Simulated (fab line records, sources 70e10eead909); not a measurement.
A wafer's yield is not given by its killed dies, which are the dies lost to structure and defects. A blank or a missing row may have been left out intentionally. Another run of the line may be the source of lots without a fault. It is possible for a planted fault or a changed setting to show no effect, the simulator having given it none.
A struck lot beside a sound one ; flow nandHarc ; 30 out of 1302 route steps
Sound: the wafers L951.2, L951.5, L951.6. Wafers struck: L959.1, L959.2, L959.5. Last of all comes the cause.
For every step that has rows: the tool of each side, followed by ch and its chambers, followed by its first start. Under that, the readings that differ: sound wafers ; struck wafers ; difference of the means ; sigmas: that difference in standard deviations of wafers without a fault.
alike: a reading whose means differ by less than 2 such deviations, as well as words and numbers matching on both sides. not compared: withheld readings; readings where some wafer has no value; bounds like >300 that might hide an equal value; numbers whose values overlap and for which the record gives no deviation.
A row with sigmas, a row that says differs or no value, or rows on one side alone: a step with any of these is where the two part. When numbers do not overlap yet have no deviation, they are printed without sigmas and do not part them. Lack of a reading on every wafer of one side parts them only where that side has two or more wafers.

NHARC_A_CHANNEL_HOLE_D2_CD_MEAS_10 targets a cd of 100 nm.
  sound on cdSem-02 ch 0, day 14 22:34; struck on cdSem-02 ch 0, day 18 11:07
  alike: cdNm
NHARC_A_CHANNEL_HOLE_D2_OVL_MEAS_11:
  struck on overlay-02, day 18 11:13; sound on overlay-01, day 14 22:40
reading;sound;struck;difference;sigmas
overlayYNm (nm);-1.3 -1.4 -1.1;0.6 0.6 0.8;+1.9;+3
  alike: overlayXNm
NHARC_A_CHANNEL_HOLE_D2_INSPECT_12:
  struck on defectInspect-02, day 18 11:15; sound on defectInspect-02, day 14 22:41
reading;sound;struck;difference;sigmas
rawDefectCount;8 14 6;63 45 65;+48;+2
then, 5 steps without rows for these wafers: NHARC_A_CHANNEL_HOLE_D2_DESCUM_15 (chemistry O2, time 3 s); NHARC_A_CHANNEL_HOLE_D2_ETCH_38 (etches the open film in CF4, target depth 39 nm, time 65 s); NHARC_A_CHANNEL_HOLE_D2_ETCH_39 (etches the open film in N2/H2, target depth 260 nm, time 325 s); NHARC_A_CHANNEL_HOLE_D2_ETCH_34 (etches the open film in CF4/CHF3, target depth 154 nm, time 77 s); NHARC_A_CHANNEL_HOLE_D2_ETCH_16 (etches the open film in O2/COS, target depth 3100 nm, time 806 s).
NHARC_A_CHANNEL_HOLE_D2_CD_MEAS_18:
  struck on cdSem-03, day 18 12:43; sound on cdSem-03, day 14 23:52
  alike: cdNm
NHARC_A_CHANNEL_HOLE_D2_ETCH_19: etches the open film in C4F8/O2/Ar, time 34.5 s.
  sound on harEtch-02 ch 0,1, day 15 04:02; struck on harEtch-01 ch 0,1, day 18 12:47
  alike: drypumpMotorCurrentA, o2FlowSccm, oesAirLineAu, showerheadPlenumPTorr, throttleValvePct
  not compared: rfHoursCounterH
NHARC_A_CHANNEL_HOLE_D2_ETCH_20: etches the open film in C4F8/O2/Ar, time 361.9 s, target depth 1600 nm.
  sound on harEtch-02 ch 0,1, day 15 04:10; struck on harEtch-01 ch 0,1, day 18 12:54
  alike: drypumpMotorCurrentA, o2FlowSccm, oesAirLineAu, showerheadPlenumPTorr, throttleValvePct
  not compared: rfHoursCounterH
NHARC_A_CHANNEL_HOLE_D2_ETCH_21: etches the open film in C4F8/O2/Ar, time 514.3 s, target depth 1600 nm.
  sound on harEtch-02 ch 0,1, day 15 04:31; struck on harEtch-01 ch 0,1, day 18 13:13
  alike: drypumpMotorCurrentA, o2FlowSccm, oesAirLineAu, showerheadPlenumPTorr, throttleValvePct
  not compared: rfHoursCounterH
NHARC_A_CHANNEL_HOLE_D2_ETCH_22: etches the open film in C4F8/O2/Ar, time 666.7 s, target depth 1600 nm.
  sound on harEtch-02 ch 0,1, day 15 04:58; struck on harEtch-01 ch 0,1, day 18 13:39
  alike: drypumpMotorCurrentA, o2FlowSccm, oesAirLineAu, showerheadPlenumPTorr, throttleValvePct
  not compared: rfHoursCounterH
then, 8 steps without rows for these wafers: NHARC_A_CHANNEL_HOLE_D2_ETCH_23 (etches the open film in C4F8/O2/Ar, time 819 s, target depth 1600 nm); NHARC_A_CHANNEL_HOLE_D2_ETCH_24 (etches the open film in C4F8/O2/Ar, time 906.2 s, target depth 1500 nm); NHARC_A_CHANNEL_HOLE_D2_ETCH_25 (etches the open film in C4F8/O2/Ar, time 1040.2 s, target depth 1500 nm); NHARC_A_CHANNEL_HOLE_D2_ETCH_26 (etches the open film in C4F8/O2/Ar, time 224.1 s, target depth 300 nm); NHARC_A_CHANNEL_HOLE_D2_ETCH_27 (etches the open film in C4F8/O2/Ar, time 90 s, target depth 400 nm); NHARC_A_CHANNEL_HOLE_D2_STRIP_41 (strips in N2/H2); NHARC_A_CHANNEL_HOLE_D2_STRIP_42 (strips in CF4/CHF3); NHARC_A_CHANNEL_HOLE_D2_STRIP_43 (strips in O2/COS).
NHARC_A_CHANNEL_HOLE_D2_ETCH_44: etches the open film in CF4/O2, target depth 140 nm, overetch 14 nm, time 77 s.
  sound on rieDiel-10 ch 0,1,2, day 15 08:45; struck on rieDiel-03 ch 0,2,3, day 18 17:31
  alike: drypumpMotorCurrentA, o2FlowSccm, oesProductAu, rfVppV, showerheadPlenumPTorr, throttleValvePct
  not compared: rfHoursCounterH
then, 3 steps without rows for these wafers: NHARC_A_CHANNEL_HOLE_D2_STRIP_28 (strips in O2); NHARC_A_CHANNEL_HOLE_D2_PRECLEAN_29 (cleans in SC1); NHARC_A_CHANNEL_HOLE_D2_SRD_30.
NHARC_A_CHANNEL_HOLE_D2_CD_MEAS_31:
  struck on cdSem-03, day 18 18:17; sound on cdSem-01, day 15 09:32
  alike: cdNm
NHARC_A_CHANNEL_HOLE_D2_XSEM_32:
  sound on xsem-02 ch 0, day 15 09:38; struck on xsem-02 ch 0, day 18 18:23
reading;sound;struck;difference;sigmas
tiltDeg (degrees);0.00 0.01 0.01;0.12 0.12 0.12;+0.11;+3
  alike: botCdNm, bowNm
NHARC_A_CHANNEL_HOLE_D2_INSPECT_40:
  struck on defectInspect-02, day 18 18:29; sound on defectInspect-02, day 15 09:43
reading;sound;struck;difference;sigmas
rawDefectCount;327 280 286;1200 1044 1065;+805;+11
then, 1 step without rows for these wafers: NHARC_A_CHANNEL_FILL_D2_PRECLEAN_00 (cleans in SC1).
-- the record jumps here: 12 days lie between the struck wafers' starts before and after (it left off in module A_CHANNEL_FILL_D2 and takes up again in module END, whose first step shown is number 1302 of the route) --
NHARC_END_SORT_01:
  sound on prober-02 ch 0, day 26 14:42; struck on prober-01 ch 0, day 31 02:34
  alike: killedAtArray, killedAtOther, killedAtPeriphery, killedDies, killedOpen, killedShort

WHERE THEY PART
At NHARC_A_CHANNEL_HOLE_D2_OVL_MEAS_11 first; at NHARC_A_CHANNEL_HOLE_D2_INSPECT_40 last (within this record only). Later steps at which nothing parts them and some readings are alike: NHARC_END_SORT_01.

WHY: whatever the simulator had introduced
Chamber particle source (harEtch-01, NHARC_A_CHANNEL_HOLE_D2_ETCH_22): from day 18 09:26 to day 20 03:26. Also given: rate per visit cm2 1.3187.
